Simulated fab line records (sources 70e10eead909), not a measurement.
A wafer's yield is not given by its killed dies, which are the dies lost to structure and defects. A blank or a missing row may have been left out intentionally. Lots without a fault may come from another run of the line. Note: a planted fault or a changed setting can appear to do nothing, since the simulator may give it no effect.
Comparing a struck lot with a sound one    flow nandHarc    15 out of 1159 route steps
Sound: the wafers L887.2, L887.4, L887.6. The struck wafers were L884.1, L884.2, L884.6. Last of all comes the cause.
Order at every step that has rows: each side's tool, ch and its chambers, its first start. Under that, the readings that differ: sound wafers    struck wafers    difference of the means    sigmas: that difference in standard deviations of wafers without a fault.
alike: words and numbers the same on both sides, and readings whose means are apart by under 2 such deviations; not compared: readings that were withheld, readings missing a value for some wafer, numbers with overlapping values and no deviation given by the record, and bounds like >300 which may hide the same value.
A row with sigmas, a row that says differs or no value, or rows on one side alone: a step with any of these is where the two part. When numbers do not overlap yet have no deviation, they are printed without sigmas and do not part them. A reading missing from all wafers of one side parts the sides only when that side holds two or more wafers.

first, 2 steps without rows for these wafers: NHARC_A_CONTACT_PEB_67 (peb time 65 s); NHARC_A_CONTACT_DEVELOP_68 (develop time 35 s).
NHARC_A_CONTACT_CD_MEAS_69: target cd 200 nm.
  sound on cdSem-03 ch 0, day 20 20:43; struck on cdSem-03 ch 0, day 20 07:01
  alike: cdNm
NHARC_A_CONTACT_OVL_MEAS_70:
  sound on overlay-01, day 20 20:48; struck on overlay-01, day 20 07:07
  alike: overlayXNm, overlayYNm
NHARC_A_CONTACT_INSPECT_71:
  sound on defectInspect-02, day 20 20:50; struck on defectInspect-01, day 20 07:09
  alike: rawDefectCount
then, 1 step without rows for these wafers: NHARC_A_CONTACT_DESCUM_74 (chemistry O2, time 3 s).
NHARC_A_CONTACT_ETCH_75: etches the open film in CF4, target depth 39 nm, time 65 s.
  sound on rieDiel-09 ch 0,1,3, day 20 20:59; struck on rieDiel-13 ch 0,2, day 20 07:17
  alike: biasW, cf4FlowSccm, drypumpMotorCurrentA, oesProductAu, rfVppV, showerheadPlenumPTorr, throttleValvePct
  not compared: rfHoursCounterH
then, 1 step without rows for these wafers: NHARC_A_CONTACT_ETCH_76 (etches the open film in N2/H2, target depth 260 nm, time 475.3 s).
NHARC_A_CONTACT_ETCH_77: etches the open film in CF4/CHF3, target depth 72.6 nm, time 36.3 s.
  sound: rieDiel-09 ch 0,3; struck: rieDiel-13 ch 0,1
  alike: biasW, cf4FlowSccm, drypumpMotorCurrentA, oesProductAu, rfVppV, showerheadPlenumPTorr, throttleValvePct
  not compared: rfHoursCounterH
then, 1 step without rows for these wafers: NHARC_A_CONTACT_ETCH_78 (etches the open film in O2/COS, target depth 2800 nm, time 728 s).
NHARC_A_CONTACT_ETCH_124: etches the open film in C4F8/O2/Ar, time 140 s, target depth 700 nm.
  sound on harCapEtch-03 ch 1, day 20 22:02; struck on harCapEtch-01 ch 0,1, day 20 08:20
  alike: chamberPressureMTorr, oesAirLineAu
  not compared: rfHoursCounterH
NHARC_A_CONTACT_ETCH_125: etches the open film in C4F8/O2/Ar, time 155 s, target depth 956 nm.
  sound on harCapEtch-03 ch 1, day 20 22:14; struck on harCapEtch-01 ch 0,1, day 20 08:32
  alike: chamberPressureMTorr, oesAirLineAu
  not compared: rfHoursCounterH
NHARC_A_CONTACT_ETCH_126: etches the open film in C4F8/O2/Ar, time 155 s, target depth 956 nm.
  sound on harCapEtch-03 ch 1, day 20 22:22; struck on harCapEtch-01 ch 0,1, day 20 08:41
  no value came back on the struck wafers for chamberPressureMTorr (mTorr), oesAirLineAu (a.u.); on the sound wafers chamberPressureMTorr (mTorr) reads 19.996 20.024 19.974
  not compared: rfHoursCounterH
NHARC_A_CONTACT_ETCH_127: etches the open film in C4F8/O2/Ar, time 155 s, target depth 956 nm.
  sound on harCapEtch-03 ch 1, day 20 22:31; struck on harCapEtch-01 ch 0,1, day 20 08:49
  alike: chamberPressureMTorr, oesAirLineAu
  not compared: rfHoursCounterH
-- the record jumps here: 4 days lie between the struck wafers' starts before and after (it left off in module A_CONTACT and takes up again in module END, whose first step shown is number 1159 of the route) --
NHARC_END_SORT_01:
  the record has rows for the struck wafers here (prober-02 ch 0, day 23 20:58) and none for the sound ones

== WHERE THEY PART ==
Earliest at NHARC_A_CONTACT_ETCH_126; latest, in this record, at NHARC_END_SORT_01.

WHY: what had been put in by the simulator
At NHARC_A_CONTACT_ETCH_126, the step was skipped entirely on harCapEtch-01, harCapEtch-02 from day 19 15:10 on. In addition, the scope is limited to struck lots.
